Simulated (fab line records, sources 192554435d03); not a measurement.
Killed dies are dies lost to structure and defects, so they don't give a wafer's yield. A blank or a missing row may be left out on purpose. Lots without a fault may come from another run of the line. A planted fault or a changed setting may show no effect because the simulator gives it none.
Chamber matching | flow n5_finfet | N5_BEOL_M6_ETCH_61 on rie_diel-03: 4 sister chambers
The step etches SiARC in CF4, target depth 45.5 nm, time 75.8 s. 4 wafers are shown with their chamber, then 9 later ones without.

WAFERS WITH THEIR CHAMBER
wafer  | chamber | showerhead_plenum_p_Torr (Torr)
L079.6 | 1       | 2.03
L084.6 | 2       | 2.09
L086.3 | 3       | 2.26
L086.4 | 0       | 2.18

WAFERS WITHOUT THEIR CHAMBER
wafer  | showerhead_plenum_p_Torr (Torr)
L085.1 | 2.08
L085.2 | 2.26
L085.5 | 2.08
L097.2 | 2.28
L097.3 | 2.08
L097.6 | 2.25
L096.2 | 2.08
L096.4 | 2.17
L096.6 | 2.17

WHICH CHAMBER EACH WENT THROUGH
wafer  | from the rows above | in truth
L085.1 | 2                   | 2
L085.2 | 3                   | 3
L085.5 | 2                   | 2
L097.2 | 3                   | 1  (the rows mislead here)
L097.3 | 2                   | 2
L097.6 | 3                   | 3
L096.2 | 2                   | 2
L096.4 | 0                   | 0
L096.6 | 0                   | 0
Placed correctly: 8 of 9. Can't be placed from these rows: 0. Placed wrongly: 1.
How it was worked out, from the rows above alone: a wafer's distance from a chamber is the root of the sum, over the readings, of the square of ((its reading less the chamber's mean) divided by the reading's scatter). The wafer belongs to the nearest chamber; if the next one is less than 2 further off, it can't be placed. A chamber's mean is the mean of its shown wafers. The scatter: with one shown wafer a chamber, the root of the mean of the squares of how far each hidden wafer lies from its nearest shown one.
